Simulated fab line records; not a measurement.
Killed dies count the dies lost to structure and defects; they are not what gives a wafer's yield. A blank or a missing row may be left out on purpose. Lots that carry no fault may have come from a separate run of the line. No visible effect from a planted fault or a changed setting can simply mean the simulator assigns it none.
Lot-split experiment | flow n5-finfet | route with 1938 steps; 7 lots, 39 wafers read

## ON THE SPLIT
At N5_HKMG_FIN_ETCH_35 (etches SOC in N2/H2, target depth 215.8 nm, time 243.4 s), the setting source-w was moved away from the recipe's 3000 W on 15 of the 39 wafers read, by -9.9% to +10.4%. The other wafers ran this setting at the recipe's value.

Reading taken at the split's own step.

## THE READING
rf-vpp-V, in V, at N5_HKMG_FIN_ETCH_35 (etches SOC in N2/H2, target depth 215.8 nm, time 243.4 s). Fault-free wafers of this fab line usually give 141.8 V, standard deviation 1.2 V.

wafer  | tool, chamber at the split | source-w as run, W | against the recipe | rf-vpp-V, V | against lot-mates on the recipe
L074.1 | rie-diel-02, 0             | 3000               | recipe             | 141.9       | -
L074.2 | rie-diel-02, 1             | 3000               | recipe             | 143.6       | -
L074.3 | rie-diel-02, 3             | 2704               | -9.9%              | 147.7       | +4.6
L074.4 | rie-diel-02, 2             | 2704               | -9.9%              | 147.1       | +4.0
L074.5 | rie-diel-02, 0             | 2704               | -9.9%              | 148.1       | +5.0
L074.6 | rie-diel-02, 1             | 3000               | recipe             | 143.8       | -
L075.1 | rie-diel-02, 3             | 3000               | recipe             | 140.8       | -
L075.2 | rie-diel-02, 0             | 3174               | +5.8%              | 139.9       | -1.7
L075.3 | rie-diel-02, 1             | 3174               | +5.8%              | 139.9       | -1.7
L075.4 | rie-diel-02, 2             | 3000               | recipe             | 142.2       | -
L075.5 | rie-diel-02, 0             | 3174               | +5.8%              | 139.6       | -2.0
L075.6 | rie-diel-02, 3             | 3000               | recipe             | 141.9       | -
L081.1 | rie-diel-04, 3             | 3000               | recipe             | 141.9       | -
L081.3 | rie-diel-04, 2             | 3000               | recipe             | 141.5       | -
L081.6 | rie-diel-04, 3             | 3000               | recipe             | 141.4       | -
L086.1 | rie-diel-05, 2             | 3000               | recipe             | 142.4       | -
L086.2 | rie-diel-05, 1             | 3000               | recipe             | 141.2       | -
L086.3 | rie-diel-05, 3             | 3313               | +10.4%             | 137.0       | -5.3
L086.4 | rie-diel-05, 0             | 3000               | recipe             | 143.3       | -
L086.5 | rie-diel-05, 2             | 3313               | +10.4%             | 136.1       | -6.2
L086.6 | rie-diel-05, 1             | 3313               | +10.4%             | 134.0       | -8.3
L087.1 | rie-diel-04, 1             | 2789               | -7.0%              | 147.0       | +5.6
L087.2 | rie-diel-04, 2             | 3000               | recipe             | 139.8       | -
L087.3 | rie-diel-04, 3             | 3000               | recipe             | 140.7       | -
L087.4 | rie-diel-04, 0             | 2789               | -7.0%              | 145.9       | +4.5
L087.5 | rie-diel-04, 3             | 2789               | -7.0%              | 145.9       | +4.5
L087.6 | rie-diel-04, 0             | 3000               | recipe             | 143.8       | -
L092.1 | rie-diel-05, 0             | 3000               | recipe             | 141.1       | -
L092.2 | rie-diel-05, 2             | 3000               | recipe             | 143.3       | -
L092.3 | rie-diel-05, 1             | 3000               | recipe             | 138.5       | -
L092.4 | rie-diel-05, 3             | 3000               | recipe             | 142.0       | -
L092.5 | rie-diel-05, 2             | 3000               | recipe             | 142.4       | -
L092.6 | rie-diel-05, 1             | 3000               | recipe             | 139.5       | -
L094.1 | rie-diel-04, 1             | 3000               | recipe             | 140.4       | -
L094.2 | rie-diel-04, 3             | 3246               | +8.2%              | 137.8       | -3.7
L094.3 | rie-diel-04, 0             | 3000               | recipe             | 143.2       | -
L094.4 | rie-diel-04, 2             | 3000               | recipe             | 140.8       | -
L094.5 | rie-diel-04, 0             | 3246               | +8.2%              | 139.5       | -2.0
L094.6 | rie-diel-04, 1             | 3246               | +8.2%              | 135.5       | -6.0

FIT RESULTS
A straight line over all 39 wafers: rf-vpp-V changes by -0.56 V for each +1% of source-w; r = -0.91; the points scatter about the line by 1.3 V.
The same after taking each lot's own level away (the mean of its wafers on the recipe; 39 wafers): -0.534 V for each +1%; r = -0.91; scatter 1.3 V.
Per that fit: largest source-w move, reading shift of 5.6 V.
Measured against the standard deviation above, the lots' own levels, which go from 141.13 to 143.10 V, span 1.6 times it.
The two slopes agree, so the slope changes little with the lot-to-lot level.
Check: with one of the wafers moved furthest among these (+10.4%) left out of the fit, the line predicts -5.52 V for it against its lot-mates. Against them it came out at -5.3 V.
Tool readings at the split's step, against how far the setting was moved: rf-vpp-V r = -0.91.

## OTHER SPLITS APPLIED TO THESE WAFERS
These wafers also went through other splits before the reading. Each is held against what the fit with the lots' levels taken away leaves over:
other split on the same wafers  | wafers away from the commonest value | r with rf-vpp-V (lot level and that fit taken away)
N5_FIN_CUT_CUT_ETCH_15 time-s   | 18                                   | +0.07
N5_DUMMY_GATE_EXPOSE_12 dose-mj | 15                                   | -0.02
N5_HKMG_FIN_ETCH_58 source-w    | 12                                   | -0.05

## THE WHOLE CHAIN: every reading that the file lists as answering this split, in the file's order
step                | what it does                                             | reading                                                                         | change (the file's fit)              | r (the file's)
N5_HKMG_FIN_ETCH_35 | etches SOC in N2/H2, target depth 215.8 nm, time 243.4 s | rf-vpp-V                                                                        | -0.531 V for each +1% of the setting | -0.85
N5_HKMG_FIN_ETCH_35 | etches SOC in N2/H2, target depth 215.8 nm, time 243.4 s | etch.depth-nm (the simulator's own value, which no gauge read)                  | +2.02 nm for each +1% of the setting | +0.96
N5_HKMG_FIN_ETCH_35 | etches SOC in N2/H2, target depth 215.8 nm, time 243.4 s | SOC_of_HKMG_FIN_COAT_29.thk-nm (the simulator's own value, which no gauge read) | -2.02 nm for each +1% of the setting | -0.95
N5_HKMG_FIN_ETCH_35 | etches SOC in N2/H2, target depth 215.8 nm, time 243.4 s | HKMG_FIN.feature-depth-nm (the simulator's own value, which no gauge read)      | +2.02 nm for each +1% of the setting | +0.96

## FILE'S OWN FIT
rf-vpp-V changes by -0.531 V for each +1% of source-w, r = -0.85.
